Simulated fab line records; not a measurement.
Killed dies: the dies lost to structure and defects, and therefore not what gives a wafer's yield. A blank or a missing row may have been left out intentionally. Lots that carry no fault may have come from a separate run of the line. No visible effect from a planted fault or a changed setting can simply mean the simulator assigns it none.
Chamber matching -- flow nand_harc -- 4 sister chambers for NHARC_P_BONDPAD_STRIP_15 on rie_diel-05
The step strips in O2. 4 wafers are shown with their chamber, then 11 later ones without.

WAFERS PAIRED WITH THEIR CHAMBERS
wafer,chamber,drypump_motor_current_A (A)
L081.3,0,5.6
L082.4,1,5.3
L083.6,2,6.3
L086.1,3,5.0

WAFERS WITH NO CHAMBER GIVEN
wafer,drypump_motor_current_A (A)
L086.4,5.6
L086.5,6.2
L090.2,5.6
L090.4,6.3
L090.5,5.0
L092.1,6.3
L092.4,5.0
L092.6,5.0
L096.1,5.0
L096.3,6.2
L096.6,5.0

CHAMBER TAKEN BY EACH
wafer,from the rows above,in truth
L086.4,0,0
L086.5,2,2
L090.2,0,0
L090.4,2,2
L090.5,3,3
L092.1,2,2
L092.4,3,3
L092.6,3,3
L096.1,3,3
L096.3,2,2
L096.6,3,3
Correctly placed: 11 of 11. Left unplaced by these rows: 0. Wrongly placed: 0.
How it was worked out, from the rows above alone: a wafer's distance from a chamber is the root of the sum, over the readings, of the square of ((its reading less the chamber's mean) divided by the reading's scatter). If the next closest chamber is less than 2 further off than the closest, the wafer can't be placed; otherwise it belongs to the closest. A chamber's mean is the mean of its shown wafers. The scatter: with one shown wafer a chamber, the root of the mean of the squares of how far each hidden wafer lies from its nearest shown one.
